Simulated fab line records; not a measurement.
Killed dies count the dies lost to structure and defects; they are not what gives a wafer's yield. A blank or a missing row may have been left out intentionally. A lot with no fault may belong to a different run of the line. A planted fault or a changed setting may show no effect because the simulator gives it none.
fab line records    flow nand-harc
[record] lots = 6  wafers = 18  last-day = 33
route steps=1302 shown A_DECK1_JOINT@525
lots that met no fault: taken from a fault-free run of the same line
start-h: start of the lot's first displayed wafer, in hours after the record's first day    wait-h: hours since the lot's step before    " repeats the value in the row above    L1.1+2: a single row standing in for several wafers    - no value, or no start given    * or withheld: withheld    < > ~ a bound
route shown NAME@n: a module of which the file shows steps, and the number in the route of the first    usual: mean and standard deviation over wafers with no fault    same: alike in all rows    chamber/n: place in a boat    sites: readings site by site    _std_site: standard deviation across them    _edge_site: inner sites' mean taken away from outer sites' mean    radius-mm: for every site, how far away it sits from the centre of the wafer    mask NAME#n: copy n    behind: the most recent tool/chamber to have shaped the wafer    hold: reason for holding the lot/hours on hold/outcome of the hold    device: which transistor (n, p or np) failed to switch    end of line: the tests these same wafers got at the end of their route    where a step has no rows: the recipe by itself    killed: not the wafer's yield, but the dies lost to structure and defects at the first sort    map: the dies of a wafer, with x for killed, . for not killed, _ for no die there
set.NAME: the setting the step ran with; set.NAME@STEP: the setting that earlier step ran with    model.NAME: the simulator's own value behind a step, which no gauge read
certain route steps with their lots: each step a table, each wafer a row
services: from which hour (start-h, from the record's first day; less than 0 if before it) a tool's chamber was out of use, for how many hours, and why
[[steps]]
[step NHARC_A_DECK1_JOINT_ETCH_11]
[recipe] target-depth-a = 350  chemistry = dHF  material = SiO2
[step NHARC_A_DECK1_JOINT_CVD_12]
[recipe] target-thk-a = 900  temp-c = 620  pressure-mtorr = 200  time-s = 1800  material = poly-Si
[step NHARC_A_DECK1_JOINT_CMP_13]
[recipe] target-thk-nm = 51.023
[usual] motor-current-A = 12.1/1  time-to-endpoint-s = 8.2/2.8
lot.wafer  tool    chamber  start-h  wait-h  motor-current-A  time-to-endpoint-s
L369.4     cmp-01  0        280.32   0.4     13.6             11.1
L369.1     "       1        "        "       13.7             6.3
L369.2     "       2        "        "       14.0             4.7
L378.3     cmp-02  3        354.24   0.4     11.2             12.1
L378.4     "       0        "        "       9.7              9.8
L378.5     "       3        "        "       11.5             8.9
L379.1     cmp-04  3        367.01   0.4     12.3             6.9
L379.5     "       3        "        "       12.8             7.9
L379.6     "       0        "        "       12.0             8.7
L386.3     cmp-02  0        443.48   0.4     10.3             14.9
L386.4     "       2        "        "       12.4             8.7
L386.2     "       3        "        "       10.9             9.4
L387.4     cmp-04  3        461.14   0.4     12.7             8.6
L387.2     "       1        "        "       12.6             4.4
L387.5     "       0        "        "       11.9             10.3
L388.4     cmp-02  1        464.01   0.4     12.5             10.4
L388.5     "       3        "        "       10.8             7.8
L388.6     "       0        "        "       10.2             12.9
[step NHARC_A_DECK1_JOINT_THK_MEAS_14]
[recipe] thk-meas-gauge = ellipsometry
[usual] thk-nm = 50.7/1.7
lot.wafer  tool           chamber  start-h  wait-h  thk-nm
L369.1     film-metro-02  -        280.57   0.2     50.7
L369.2     "              -        "        "       53.7
L369.4     "              -        "        "       50.8
L378.3     film-metro-02  -        354.50   0.2     53.5
L378.4     "              -        "        "       53.5
L378.5     "              -        "        "       52.5
L379.1     film-metro-02  -        367.27   0.2     48.4
L379.5     "              -        "        "       48.8
L379.6     "              -        "        "       52.1
L386.2     film-metro-01  -        443.73   0.2     51.3
L386.3     "              -        "        "       49.4
L386.4     "              -        "        "       50.3
L387.2     film-metro-01  -        461.39   0.2     47.8
L387.4     "              -        "        "       52.5
L387.5     "              -        "        "       51.5
L388.4     film-metro-02  -        464.22   0.2     53.1
L388.5     "              -        "        "       52.1
L388.6     "              -        "        "       54.4
[step NHARC_A_DECK1_JOINT_SRD_04]
[step NHARC_A_DECK1_JOINT_ETCHBACK_00]
[recipe] target-depth-a = 300  time-s = 17.4  hbr-flow-sccm = 150  rf-w = 350  icp-w = 350  bias-w = 60  chemistry = HBr
[usual] drypump-motor-current-A = 5.6/0.54  oes-product-au = 1.003/0.011  throttle-valve-pct = 23.265/0.0088
lot.wafer  tool       chamber  start-h  wait-h  drypump-motor-current-A  oes-product-au  rf-hours-counter-h  throttle-valve-pct
L369.4     rie-si-01  0        280.72   0.1     4.7                      0.994           0.4                 23.286
L369.2     "          1        "        "       6.0                      0.988           0.4                 23.261
L369.1     "          2        "        "       5.0                      1.005           0.5                 23.271
L378.3     rie-si-03  0        354.65   0.1     5.3                      1.009           0.8                 23.261
L378.4     "          1        "        "       5.4                      1.010           0.9                 23.262
L378.5     "          3        "        "       6.3                      1.022           -                   23.269
L379.1     rie-si-05  1        367.41   0.1     5.0                      0.984           0.4                 23.254
L379.6     "          0        "        "       5.9                      0.988           -                   23.264
L379.5     "          1        "        "       5.0                      0.981           -                   23.280
L386.3     rie-si-01  1        443.87   0.1     6.0                      0.995           0.5                 23.260
L386.2     "          2        "        "       4.9                      1.020           0.4                 23.280
L386.4     "          3        "        "       6.4                      1.018           0.4                 23.269
L387.4     rie-si-03  1        461.55   0.1     5.4                      0.988           0.3                 23.259
L387.2     "          2        "        "       5.5                      1.020           0.3                 23.262
L387.5     "          3        "        "       6.3                      1.007           -                   23.254
L388.4     rie-si-05  1        464.38   0.1     5.1                      1.008           1.1                 23.270
L388.5     "          2        "        "       6.5                      0.997           -                   23.265
L388.6     "          3        "        "       5.5                      0.996           -                   23.273
[step NHARC_A_DECK1_JOINT_PRECLEAN_30]
[recipe] time-s = *  temp-c = 50  bath-age-min = 0  chemistry = SC1
[step NHARC_A_DECK1_JOINT_SRD_31]
[step NHARC_A_DECK1_JOINT_CVD_34]
[recipe] target-thk-a = 200  temp-c = 700  pressure-mtorr = 300  material = SiNx
[step NHARC_A_DECK1_JOINT_DEP_06]
[recipe] target-thk-a = 800  temp-c = 65  material = SiOx
[step NHARC_A_DECK1_JOINT_CURE_26]
[recipe] temp-c = 150  time-s = 32  pressure-atm = 0.395
[step NHARC_A_DECK1_JOINT_ANNEAL_27]
[recipe] temp-c = 400  time-s = 3600  idle-temp-c = 300  ramp-up-c-per-min = 10  densification-p-h2o-torr = 640
[step NHARC_A_DECK1_JOINT_ANNEAL_28]
[recipe] temp-c = 500  time-s = 1800  idle-temp-c = 400  ramp-up-c-per-min = 10  densification-p-h2o-torr = 640
[usual] densification-p-h2o-torr = 639.9/1.1  ramp-up-c-per-min = 9.9998/0.0018  spike-tc-centre-C = 499.8/1.1
lot.wafer  tool        chamber  start-h  wait-h  densification-p-h2o-torr  ramp-up-c-per-min  spike-tc-centre-C
L369.1     furnace-06  0        294.52   2.6     638.7                     9.9980             500.3
L369.2     "           0        "        "       638.6                     9.9977             498.9
L369.4     "           0        "        "       639.7                     10.001             500.7
L378.3     furnace-08  -        370.25   3.7     -                         -                  -
L378.4     "           -        "        "       -                         -                  -
L378.5     "           -        "        "       -                         -                  -
L379.1     furnace-01  -        383.58   4.4     -                         -                  -
L379.5     "           -        "        "       -                         -                  -
L379.6     "           -        "        "       -                         -                  -
L386.2     furnace-01  0        458.33   3.2     637.2                     10.000             500.4
L386.3     "           0        "        "       639.2                     9.9985             501.6
L386.4     "           0        "        "       638.9                     9.9988             501.7
L387.2     furnace-08  0        479.95   6.6     641.2                     10.001             500.7
L387.4     "           0        "        "       641.3                     9.9989             499.2
L387.5     "           0        "        "       640.7                     10.001             498.4
L388.4     furnace-08  0        479.95   6.6     641.6                     10.004             500.3
L388.5     "           0        "        "       640.3                     10.001             499.9
L388.6     "           0        "        "       641.3                     10.002             499.5
[step NHARC_A_DECK1_JOINT_ANNEAL_29]
[recipe] temp-c = 750  time-s = 1800  idle-temp-c = 500  ramp-up-c-per-min = 10  ramp-down-c-per-min = 3
[[services]]
tool        chamber  start-h  hours  kind
cmp-01      -        273.13   1.0    repair
cmp-01      -        283.63   4.0    pm
rie-si-03   3        296.36   16.9   repair
rie-si-05   -        305.00   9.0    pm
cmp-04      -        307.03   4.0    pm
cmp-04      -        324.17   5.4    repair
cmp-02      -        333.00   4.0    pm
cmp-04      -        345.63   0.6    repair
rie-si-03   -        345.89   0.1    repair
cmp-02      -        349.91   0.9    repair
cmp-02      -        357.93   58.3   repair
cmp-04      -        368.56   0.6    repair
rie-si-01   -        370.02   9.0    pm
cmp-01      -        381.63   4.0    pm
cmp-01      -        390.36   0.3    repair
furnace-08  -        392.39   1.2    repair
rie-si-03   -        398.00   9.0    pm
cmp-04      -        405.03   4.0    pm
rie-si-03   3        428.55   15.5   repair
cmp-02      -        431.00   4.0    pm
cmp-01      -        433.30   2.4    repair
furnace-06  -        458.03   8.9    repair
rie-si-03   -        477.02   0.1    repair
cmp-01      -        479.63   4.0    pm
[[key]]
[first-sign] step = NHARC_A_DECK1_JOINT_ANNEAL_28  reading = tool-record  direction = missing
effect none on later readings
met-at NHARC_A_DECK1_JOINT_ANNEAL_28
struck-wafers L378.3,L378.4,L378.5,L379.1,L379.5,L379.6
later-rows-left-out L378.3,L378.4,L378.5,L379.1,L379.5,L379.6
sort-left-out L378.3,L378.4,L378.5,L379.1,L379.5,L379.6
tester-left-out L378,L379
[fault] kind = skipped-step-whole  tool = furnace-01,furnace-08  chamber = -  onset-h = 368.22  steps = NHARC_A_DECK1_JOINT_ANNEAL_28  scope = struck-lots-only
// tester-left-out: of these lots the tester's yield and bins aren't shown, on N5 and GAA mostly nor the transistor test; their killed dies are dies lost to structure and defects alone, not to doping, threshold or leakage, so they don't give the yield
// sort-left-out: the simulated sort isn't trusted on such a fault, so these wafers' sort isn't shown, and their yield isn't known
// later-rows-left-out: the simulator's readings of these wafers behind a module that went badly wrong aren't trusted and aren't shown, but for the sort
